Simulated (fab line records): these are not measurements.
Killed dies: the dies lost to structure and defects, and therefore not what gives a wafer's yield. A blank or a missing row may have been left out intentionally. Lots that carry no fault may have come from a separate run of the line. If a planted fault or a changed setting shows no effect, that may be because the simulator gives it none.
Lot-split experiment / flow n5 finfet / 21 wafers read across 7 lots, on a route 1938 steps long

## THE SPLIT
At N5_MOL_CONTACT_COAG_ALD_133 (deposits SiO2, target thk 5 nm, pulse time 1 s, co reactant pulse time 1 s), the setting ald cycles was moved away from the recipe's 35 on 6 of the 21 wafers read, by -14.3% to +14.3%. For the rest of the wafers, this setting stayed at what the recipe calls for.

The reading comes from the split's own step.

## THE READING
SiO2_of_MOL_CONTACT_COAG_ALD_133.thk nm (the simulator's own value, which no gauge read), in nm, at N5_MOL_CONTACT_COAG_ALD_133 (deposits SiO2, target thk 5 nm, pulse time 1 s, co reactant pulse time 1 s). The file does not state a usual value for it.

wafer=L075.2; tool, chamber at the split=ald sin-01, 2,2,1; ald cycles as run=35; against the recipe=recipe; SiO2_of_MOL_CONTACT_COAG_ALD_133.thk nm, nm=5; against lot-mates on the recipe=-
wafer=L075.5; tool, chamber at the split=ald sin-01, 2,2,1; ald cycles as run=35; against the recipe=recipe; SiO2_of_MOL_CONTACT_COAG_ALD_133.thk nm, nm=5; against lot-mates on the recipe=-
wafer=L075.6; tool, chamber at the split=ald sin-01, 2,2,1; ald cycles as run=35; against the recipe=recipe; SiO2_of_MOL_CONTACT_COAG_ALD_133.thk nm, nm=5; against lot-mates on the recipe=-
wafer=L076.2; tool, chamber at the split=ald sin-02, 1; ald cycles as run=35; against the recipe=recipe; SiO2_of_MOL_CONTACT_COAG_ALD_133.thk nm, nm=5; against lot-mates on the recipe=-
wafer=L076.4; tool, chamber at the split=ald sin-02, 3,1; ald cycles as run=30; against the recipe=-14.3%; SiO2_of_MOL_CONTACT_COAG_ALD_133.thk nm, nm=4.2; against lot-mates on the recipe=-0.8
wafer=L076.6; tool, chamber at the split=ald sin-02, 3,1; ald cycles as run=30; against the recipe=-14.3%; SiO2_of_MOL_CONTACT_COAG_ALD_133.thk nm, nm=4.2; against lot-mates on the recipe=-0.8
wafer=L084.3; tool, chamber at the split=ald sin-02, 1,2; ald cycles as run=40; against the recipe=+14.3%; SiO2_of_MOL_CONTACT_COAG_ALD_133.thk nm, nm=5.8; against lot-mates on the recipe=+0.8
wafer=L084.4; tool, chamber at the split=ald sin-02, 1,2; ald cycles as run=40; against the recipe=+14.3%; SiO2_of_MOL_CONTACT_COAG_ALD_133.thk nm, nm=5.8; against lot-mates on the recipe=+0.8
wafer=L084.5; tool, chamber at the split=ald sin-02, 2; ald cycles as run=35; against the recipe=recipe; SiO2_of_MOL_CONTACT_COAG_ALD_133.thk nm, nm=5; against lot-mates on the recipe=-
wafer=L088.3; tool, chamber at the split=ald sin-01, 0; ald cycles as run=33; against the recipe=-5.7%; SiO2_of_MOL_CONTACT_COAG_ALD_133.thk nm, nm=4.6; against lot-mates on the recipe=-0.4
wafer=L088.4; tool, chamber at the split=ald sin-01, 3,2; ald cycles as run=35; against the recipe=recipe; SiO2_of_MOL_CONTACT_COAG_ALD_133.thk nm, nm=5; against lot-mates on the recipe=-
wafer=L088.5; tool, chamber at the split=ald sin-01, 3,2; ald cycles as run=35; against the recipe=recipe; SiO2_of_MOL_CONTACT_COAG_ALD_133.thk nm, nm=5; against lot-mates on the recipe=-
wafer=L091.3; tool, chamber at the split=ald sin-02, 2; ald cycles as run=31; against the recipe=-11.4%; SiO2_of_MOL_CONTACT_COAG_ALD_133.thk nm, nm=4.4; against lot-mates on the recipe=-0.6
wafer=L091.5; tool, chamber at the split=ald sin-02, 0,1; ald cycles as run=35; against the recipe=recipe; SiO2_of_MOL_CONTACT_COAG_ALD_133.thk nm, nm=5; against lot-mates on the recipe=-
wafer=L091.6; tool, chamber at the split=ald sin-02, 0,1; ald cycles as run=35; against the recipe=recipe; SiO2_of_MOL_CONTACT_COAG_ALD_133.thk nm, nm=5; against lot-mates on the recipe=-
wafer=L093.2; tool, chamber at the split=ald sin-01, 2,1,0; ald cycles as run=35; against the recipe=recipe; SiO2_of_MOL_CONTACT_COAG_ALD_133.thk nm, nm=5; against lot-mates on the recipe=-
wafer=L093.3; tool, chamber at the split=ald sin-01, 2,1,0; ald cycles as run=35; against the recipe=recipe; SiO2_of_MOL_CONTACT_COAG_ALD_133.thk nm, nm=5; against lot-mates on the recipe=-
wafer=L093.4; tool, chamber at the split=ald sin-01, 2,1,0; ald cycles as run=35; against the recipe=recipe; SiO2_of_MOL_CONTACT_COAG_ALD_133.thk nm, nm=5; against lot-mates on the recipe=-
wafer=L095.2; tool, chamber at the split=ald sin-01, 0,1,2; ald cycles as run=35; against the recipe=recipe; SiO2_of_MOL_CONTACT_COAG_ALD_133.thk nm, nm=5; against lot-mates on the recipe=-
wafer=L095.3; tool, chamber at the split=ald sin-01, 0,1,2; ald cycles as run=35; against the recipe=recipe; SiO2_of_MOL_CONTACT_COAG_ALD_133.thk nm, nm=5; against lot-mates on the recipe=-
wafer=L095.5; tool, chamber at the split=ald sin-01, 0,1,2; ald cycles as run=35; against the recipe=recipe; SiO2_of_MOL_CONTACT_COAG_ALD_133.thk nm, nm=5; against lot-mates on the recipe=-
Where a row lists several chambers, the file gives one row for several wafers and doesn't say which wafer went through which chamber.

FIT RESULTS
A straight line over all 21 wafers: SiO2_of_MOL_CONTACT_COAG_ALD_133.thk nm changes by +0.056 nm for each +1% of ald cycles; r = +1.00; the points scatter about the line by 0.02 nm.
The same after taking each lot's own level away (the mean of its wafers on the recipe; 21 wafers): +0.056 nm for each +1%; r = +1.00; scatter 0.02 nm.
According to that fit, moving ald cycles by its largest amount changes the reading by 0.8 nm.
The lots' own levels span 5.00 to 5.00 nm.
Consequently the slope shifts little with the lot-to-lot level, the two slopes agreeing.
Check: for one of the wafers moved furthest among these (-14.3%), held out of the fit, the line's prediction against its lot-mates is -0.802 nm. Against them it came out at -0.8 nm.

## OTHER SPLITS APPLIED TO THESE WAFERS
These wafers also went through other splits before the reading. Each is held against what the fit with the lots' levels taken away leaves over:
other split on the same wafers=N5_HKMG_FIN_EXPOSE_46 dose mj; wafers away from the commonest value=5; r with SiO2_of_MOL_CONTACT_COAG_ALD_133.thk nm (lot level and that fit taken away)=-0.42
other split on the same wafers=N5_HKMG_FIN_ETCH_55 time s; wafers away from the commonest value=8; r with SiO2_of_MOL_CONTACT_COAG_ALD_133.thk nm (lot level and that fit taken away)=+0.17
other split on the same wafers=N5_GATE_CUT_ETCH_58 bias w; wafers away from the commonest value=6; r with SiO2_of_MOL_CONTACT_COAG_ALD_133.thk nm (lot level and that fit taken away)=-0.03
other split on the same wafers=N5_MOL_CONTACT_COAG_ETCH_15 source w; wafers away from the commonest value=9; r with SiO2_of_MOL_CONTACT_COAG_ALD_133.thk nm (lot level and that fit taken away)=-0.01
other split on the same wafers=N5_MOL_CONTACT_COAG_VIA_ETCH_46 bias w; wafers away from the commonest value=5; r with SiO2_of_MOL_CONTACT_COAG_ALD_133.thk nm (lot level and that fit taken away)=-0.26
other split on the same wafers=N5_MOL_CONTACT_COAG_COAT_63 spin rpm; wafers away from the commonest value=5; r with SiO2_of_MOL_CONTACT_COAG_ALD_133.thk nm (lot level and that fit taken away)=+0.42

## THE FILE'S OWN FIT
SiO2_of_MOL_CONTACT_COAG_ALD_133.thk nm changes by +0.056 nm for each +1% of ald cycles, r = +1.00.
